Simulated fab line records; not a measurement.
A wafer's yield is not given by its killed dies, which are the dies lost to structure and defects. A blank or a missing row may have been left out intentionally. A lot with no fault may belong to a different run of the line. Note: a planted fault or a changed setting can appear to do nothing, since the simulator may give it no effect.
fab line records ; flow nand-harc
record: lots: 6; wafers: 15; last-day: 33
route steps=1302 shown A_ONON_D1@449 A_CHANNEL_HOLE_D1@450 END@1302
lots that met no fault: taken from a fault-free run of the same line
start-h: hours from the record's first day to the start of the lot's first wafer shown ; wait-h: time in hours since the lot's previous step ; " unchanged from the row above ; L1.1+2: a row that stands for several wafers ; - either no value or no given start ; * or withheld: withheld ; < > ~ a bound
route shown NAME@n: NAME is a module with steps in the file, n the number in the route of the first one ; usual: mean/standard deviation taken from wafers without a fault ; same: alike in all rows ; chamber/n: place in a boat ; sites: each site's reading ; _std_site: their standard deviation ; _edge_site: outer sites' mean less inner sites' ; radius-mm: for every site, how far away it sits from the centre of the wafer ; mask NAME#n: copy n ; behind: tool/chamber where the wafer was last shaped ; hold: what put the lot on hold/how long, in hours/how the hold closed ; device: whichever transistor did not switch (one of n, p or np) ; end of line: the same wafers' tests at the end of the route ; step lacking rows: just its recipe ; killed: dies lost to structure and defects at the first sort, not the wafer's yield ; map: shows each die of a wafer: x if killed, . if not, _ if none is there
set.NAME: the run value of the setting; set.NAME@STEP: its run value at that earlier step ; model.NAME: the simulator's own value behind a step, which no gauge read
lots seen at some steps along the route; tables by step, rows by wafer
services: a tool's chamber out of use, with start hour (start-h, from the record's first day; less than 0 if before it), hours out, and reason
== steps ==
step: NHARC_A_ONON_D1_INSPECT_32
usual: raw-defect-count: 67/26
lot.wafer;tool;chamber;start-h;wait-h;raw-defect-count
L867.3;defect-inspect-01;-;185.75;0.0;51
L867.4;defect-inspect-01;-;185.75;0.0;77
L867.6;defect-inspect-01;-;185.75;0.0;53
L870.1;defect-inspect-02;-;214.93;0.0;91
L870.3;defect-inspect-02;-;214.93;0.0;136
L870.4;defect-inspect-02;-;214.93;0.0;164
L874.3;defect-inspect-01;-;257.72;0.0;51
L874.4;defect-inspect-01;-;257.72;0.0;62
L874.5;defect-inspect-01;-;257.72;0.0;60
L884.3;defect-inspect-02;-;371.20;0.0;56
L887.2;defect-inspect-02;-;392.64;0.0;88
L887.3;defect-inspect-02;-;392.64;0.0;102
L889.2;defect-inspect-01;-;399.07;0.0;123
L889.4;defect-inspect-01;-;399.07;0.0;61
L889.5;defect-inspect-01;-;399.07;0.0;62
step: NHARC_A_CHANNEL_HOLE_D1_DEP_00
recipe: target-thk-a: 31000; temp-c: 400; material: aC
usual: throttle-valve-pct: 34.998/0.0097
lot.wafer;tool;chamber;start-h;wait-h;throttle-valve-pct
L867.3;acl-dep-02;0;187.42;1.7;35.000
L867.4;acl-dep-02;0;187.42;1.7;34.991
L867.6;acl-dep-02;0;187.42;1.7;34.998
L870.1;acl-dep-03;0;215.00;0.1;35.006
L870.3;acl-dep-03;0;215.00;0.1;34.996
L870.4;acl-dep-03;0;215.00;0.1;35.019
L874.3;acl-dep-01;0;258.42;0.7;35.001
L874.4;acl-dep-01;0;258.42;0.7;35.009
L874.5;acl-dep-01;0;258.42;0.7;34.989
L884.3;acl-dep-03;0;374.49;3.3;35.005
L887.2;acl-dep-01;0;394.96;2.3;34.999
L887.3;acl-dep-01;0;394.96;2.3;34.989
L889.2;acl-dep-02;0;399.63;0.6;35.006
L889.4;acl-dep-02;0;399.63;0.6;34.993
L889.5;acl-dep-02;0;399.63;0.6;35.001
step: NHARC_A_CHANNEL_HOLE_D1_DEP_01
recipe: target-thk-a: 1400; target-thk-nm: 140; temp-c: 400; pressure-torr: 3.5; flow-sccm: 200; rf-w: 350; material: SiON
usual: heater-power-w: 745/110
lot.wafer;tool;chamber;start-h;wait-h;heater-power-w
L867.3;pecvd-02;1;188.88;1.1;766
L867.6;pecvd-02;1;188.88;1.1;771
L867.4;pecvd-02;2;188.88;1.1;755
L870.1;pecvd-01;2;216.92;1.6;536
L870.3;pecvd-01;0;216.92;1.6;794
L870.4;pecvd-01;0;216.92;1.6;790
L874.3;pecvd-02;1;259.77;1.0;814
L874.4;pecvd-02;0;259.77;1.0;721
L874.5;pecvd-02;1;259.77;1.0;831
L884.3;pecvd-02;0;375.85;1.1;763
L887.3;pecvd-01;0;396.56;1.0;784
L887.2;pecvd-01;2;396.56;1.0;555
L889.2;pecvd-01;1;401.31;1.4;826
L889.4;pecvd-01;0;401.31;1.4;705
L889.5;pecvd-01;1;401.31;1.4;849
step: NHARC_A_CHANNEL_HOLE_D1_DEHYDRATE_02
recipe: temp-c: 150; time-s: 120
step: NHARC_A_CHANNEL_HOLE_D1_HMDS_03
recipe: time-s: 30
step: NHARC_A_CHANNEL_HOLE_D1_COAT_36
recipe: temp-c: 260; time-s: 75
step: NHARC_A_CHANNEL_HOLE_D1_COAT_37
recipe: temp-c: 225; time-s: 65
step: NHARC_A_CHANNEL_HOLE_D1_COAT_04
recipe: spin-rpm: 1500; resist-thk-nm: 90
step: NHARC_A_CHANNEL_HOLE_D1_SOFTBAKE_05
recipe: temp-c: 105; time-s: 55
step: NHARC_A_CHANNEL_HOLE_D1_EBR_06
step: NHARC_A_CHANNEL_HOLE_D1_EXPOSE_07
recipe: na: 1.35; target-cd-nm: 100; sigma-outer: 0.3; dose-mj: 59.65; mask-id: HOLE_D1
step: NHARC_A_CHANNEL_HOLE_D1_PEB_08
recipe: peb-temp-c: 100; peb-time-s: 65
usual: chill-plate-temp-C: 22.98/0.11; heater-power-total-W: 156.7/0.43; plate-temp-C: 100.03/0.13
lot.wafer;tool;chamber;start-h;wait-h;chill-plate-temp-C;heater-power-total-W;plate-temp-C
L867.3;litho-track-06;0;189.49;0.0;23.08;156.2;100.18
L867.4;litho-track-06;0;189.49;0.0;22.99;156.1;100.05
L867.6;litho-track-06;0;189.49;0.0;23.16;156.0;100.33
L870.1;litho-track-01;0;217.56;0.1;23.02;156.9;99.91
L870.3;litho-track-01;0;217.56;0.1;22.93;157.2;99.87
L870.4;litho-track-01;0;217.56;0.1;23.02;156.8;99.87
L874.3;litho-track-06;0;260.36;0.1;22.95;157.2;99.76
L874.4;litho-track-06;0;260.36;0.1;22.98;156.7;99.83
L874.5;litho-track-06;0;260.36;0.1;23.00;157.0;99.95
L884.3;litho-track-06;0;376.37;0.0;23.10;158.1;100.60
L887.2;litho-track-06;0;397.21;0.1;23.05;157.5;100.57
L887.3;litho-track-06;0;397.21;0.1;22.94;158.1;100.65
L889.2;litho-track-01;0;401.90;0.1;22.94;156.6;99.94
L889.4;litho-track-01;0;401.90;0.1;22.85;156.0;100.00
L889.5;litho-track-01;0;401.90;0.1;22.92;156.9;100.00
step: NHARC_A_CHANNEL_HOLE_D1_DEVELOP_09
recipe: develop-time-s: 35; dev-temp-c: 23
step: NHARC_END_SORT_01
recipe: temp-c: 25
usual: killed-at-array: 47/18; killed-at-other: 0.9/1.1; killed-at-periphery: 4/3.1; killed-dies: 52/18; killed-open: 3.1/1.5; killed-short: 2.4/1.5
same: gross-dies: 677
lot.wafer;tool;chamber;start-h;wait-h;killed-at-array;killed-at-other;killed-at-periphery;killed-dies;killed-open;killed-short
L874.3;prober-01;0;641.19;3.1;76;0;6;82;1;3
L874.4;prober-01;0;641.97;3.4;68;0;11;79;5;2
L874.5;prober-01;0;642.76;3.7;63;0;8;71;5;4
L884.3;prober-01;0;765.47;3.1;57;0;3;60;2;3
L887.2;prober-01;0;781.08;2.8;24;0;2;26;2;2
L887.3;prober-01;0;781.87;3.1;24;1;0;25;3;3
killed by level:class
L874.3 A_CHANNEL_HOLE_D2:chamber-film-flake=33 A_SLIT:chamber-film-flake=23 A_CONTACT:chamber-film-flake=10 P_CONTACT:chamber-film-flake=3 A_M1:chamber-film-flake=3 P_STI:chamber-film-flake=2 P_CONTACT:geometric-particle:short=1 A_CHANNEL_FILL_D1:geometric-particle:open=1
L874.4 A_SLIT:chamber-film-flake=26 A_CHANNEL_HOLE_D2:chamber-film-flake=16 A_CONTACT:chamber-film-flake=6 P_STI:chamber-film-flake=5 P_CONTACT:chamber-film-flake=5 A_DECK1_JOINT:chamber-film-flake=5 A_WL_FILL:geometric-particle:open=2 A_STAIRCASE:chamber-film-flake=2
L874.5 A_SLIT:chamber-film-flake=25 A_CHANNEL_HOLE_D2:chamber-film-flake=13 P_CONTACT:chamber-film-flake=5 A_CONTACT:chamber-film-flake=5 A_CHANNEL_HOLE_D1:chamber-film-flake=3 A_CHANNEL_FILL_D2:chamber-film-flake=3 P_STI:chamber-film-flake=2 A_DECK1_JOINT:chamber-film-flake=2
L884.3 A_SLIT:chamber-film-flake=17 A_CHANNEL_HOLE_D2:chamber-film-flake=12 A_CONTACT:chamber-film-flake=9 A_CHANNEL_HOLE_D1:chamber-film-flake=5 A_STAIRCASE:chamber-film-flake=5 A_CHANNEL_FILL_D1:chamber-film-flake=4 A_WL_FILL:geometric-particle:open=2 P_GATE:geometric-particle:short=1
L887.2 A_CONTACT:chamber-film-flake=7 A_CHANNEL_HOLE_D2:chamber-film-flake=3 A_ZERO_WELL:chamber-film-flake=2 A_CHANNEL_HOLE_D1:unspecified=2 A_CHANNEL_FILL_D1:chamber-film-flake=2 A_SLIT:chamber-film-flake=2 P_M0:geometric-particle:short=1 A_CHANNEL_FILL_D1:geometric-particle:short=1
L887.3 A_CONTACT:chamber-film-flake=7 A_SLIT:chamber-film-flake=4 A_CHANNEL_FILL_D1:chamber-film-flake=2 A_STAIRCASE:chamber-film-flake=2 A_ONON_D1:geometric-particle:short=1 A_CHANNEL_HOLE_D1:geometric-particle:open=1 A_CHANNEL_FILL_D1:geometric-particle:open=1 A_ONON_D2:geometric-particle:short=1
== services ==
tool;chamber;start-h;hours;kind
litho-track-06;-;179.00;7.0;pm
acl-dep-01;-;189.59;13.0;pm
pecvd-02;-;216.88;3.2;repair
pecvd-02;-;227.20;13.0;pm
pecvd-02;0;227.20;13.0;vent-cycle
pecvd-02;1;227.20;13.0;vent-cycle
pecvd-02;2;227.20;13.0;vent-cycle
pecvd-02;0;240.20;-;clean
pecvd-02;1;240.20;-;clean
acl-dep-02;-;246.87;13.0;pm
acl-dep-03;-;300.51;13.0;pm
pecvd-01;-;311.00;13.0;pm
pecvd-01;0;311.00;13.0;vent-cycle
pecvd-01;1;311.00;13.0;vent-cycle
pecvd-01;2;311.00;13.0;vent-cycle
pecvd-01;0;324.00;-;clean
pecvd-01;1;324.00;-;clean
pecvd-01;2;324.00;-;clean
litho-track-01;-;330.00;7.0;pm
litho-track-06;-;354.00;7.0;pm
pecvd-02;2;362.65;27.5;repair
pecvd-02;0;366.28;7.9;repair
acl-dep-01;-;373.44;13.0;pm
pecvd-02;0;392.38;5.1;repair
== key ==
first-sign: step: NHARC_A_CHANNEL_HOLE_D1_PEB_08; reading: plate-temp-C; direction: up; sigmas: 4.4; usual: *; struck: *
effect: step: NHARC_A_CHANNEL_HOLE_D1_PEB_08; reading: heater-power-total-W; direction: up; sigmas: 2.9; usual: *; struck: *
met-at NHARC_A_CHANNEL_HOLE_D1_PEB_08
struck-wafers L884.3,L887.2,L887.3
tester-left-out L884,L887
onset-between 260.36 376.37
fault: kind: process-parameter-drift; tool: litho-track-06; chamber: -; onset-h: 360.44; steps: NHARC_A_CHANNEL_HOLE_D1_PEB_08; channel: peb-temp-c; offset: *; shape: step; end-h: 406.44; acts-in: *; stated: *
tester-left-out: of these lots the tester's yield and bins aren't shown, on N5 and GAA mostly nor the transistor test; their killed dies are dies lost to structure and defects alone, not to doping, threshold or leakage, so they don't give the yield
